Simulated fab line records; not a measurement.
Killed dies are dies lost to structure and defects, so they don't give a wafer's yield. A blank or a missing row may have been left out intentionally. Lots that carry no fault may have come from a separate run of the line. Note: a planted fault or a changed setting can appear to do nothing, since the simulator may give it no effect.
Lot-split experiment | flow n5Finfet | 7 lots, 21 wafers read, on a route of 1938 steps

ON THE SPLIT
At N5_BEOL_M10_COAT_05 (resist thk 90 nm), the setting spinRpm was moved away from the recipe's 1500 rpm on 5 of the 21 wafers read, by -9.5% to +10.6%. This setting was run at the recipe's value on the other wafers.

Reading taken at the split's own step.

THE READING
CAR-ArF_of_BEOL_M10_COAT_05.thkNm (the simulator's own value, which no gauge read), in nm, at N5_BEOL_M10_COAT_05 (resist thk 90 nm). No usual value for it is given in the file. Average 89.7 nm, standard deviation 0.21 nm, over the 16 wafers here run with the recipe.

wafer  | tool, chamber at the split | spinRpm as run, rpm | against the recipe | CAR-ArF_of_BEOL_M10_COAT_05.thkNm, nm | against lot-mates on the recipe
L074.1 | lithoTrack-02, 0           | 1500                | recipe             | 90.2                                  | -
L074.3 | lithoTrack-02, 0           | 1500                | recipe             | 89.8                                  | -
L074.4 | lithoTrack-02, 0           | 1500                | recipe             | 90                                    | -
L081.4 | lithoTrack-05, 0           | 1500                | recipe             | 89.4                                  | -
L081.5 | lithoTrack-05, 0           | 1500                | recipe             | 89.6                                  | -
L081.6 | lithoTrack-05, 0           | 1500                | recipe             | 89.6                                  | -
L084.1 | lithoTrack-05, 0           | 1357                | -9.5%              | 94.2                                  | +4.7
L084.2 | lithoTrack-05, 0           | 1500                | recipe             | 89.4                                  | -
L084.6 | lithoTrack-05, 0           | 1500                | recipe             | 89.6                                  | -
L086.3 | lithoTrack-02, 0           | 1659                | +10.6%             | 85.2                                  | -4.4
L086.4 | lithoTrack-02, 0           | 1659                | +10.6%             | 85.4                                  | -4.2
L086.5 | lithoTrack-02, 0           | 1500                | recipe             | 89.6                                  | -
L089.2 | lithoTrack-01, 0           | 1500                | recipe             | 90                                    | -
L089.3 | lithoTrack-01, 0           | 1564                | +4.3%              | 88.2                                  | -1.8
L089.6 | lithoTrack-01, 0           | 1564                | +4.3%              | 87.8                                  | -2.2
L090.2 | lithoTrack-05, 0           | 1500                | recipe             | 89.8                                  | -
L090.3 | lithoTrack-05, 0           | 1500                | recipe             | 89.6                                  | -
L090.5 | lithoTrack-05, 0           | 1500                | recipe             | 89.6                                  | -
L091.3 | lithoTrack-01, 0           | 1500                | recipe             | 89.6                                  | -
L091.4 | lithoTrack-01, 0           | 1500                | recipe             | 89.6                                  | -
L091.6 | lithoTrack-01, 0           | 1500                | recipe             | 89.6                                  | -

THE FIT
A straight line over all 21 wafers: CAR-ArF_of_BEOL_M10_COAT_05.thkNm changes by -0.43 nm for each +1% of spinRpm; r = -0.99; the points scatter about the line by 0.23 nm.
The same after taking each lot's own level away (the mean of its wafers on the recipe; 21 wafers): -0.437 nm for each +1%; r = -0.99; scatter 0.2 nm.
Per that fit: largest spinRpm move, reading shift of 4.6 nm.
The lots' own levels span 89.50 to 90.00 nm, that is 2.4 times the standard deviation above.
The two slopes agree, so the slope changes little with the lot-to-lot level.
Check: for one of the wafers moved furthest among these (+10.6%), held out of the fit, the line's prediction against its lot-mates is -4.68 nm. It came out at -4.4 nm against them.

THESE WAFERS: OTHER SPLITS
Note: prior to the reading, these wafers also went through further splits. Each is held against what the fit with the lots' levels taken away leaves over:
other split on the same wafers | wafers away from the commonest value | r with CAR-ArF_of_BEOL_M10_COAT_05.thkNm (lot level and that fit taken away)
N5_BEOL_M9_COAT_22 spinRpm     | 5                                    | +0.07

FILE'S OWN FIT
CAR-ArF_of_BEOL_M10_COAT_05.thkNm changes by -0.447 nm for each +1% of spinRpm, r = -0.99.
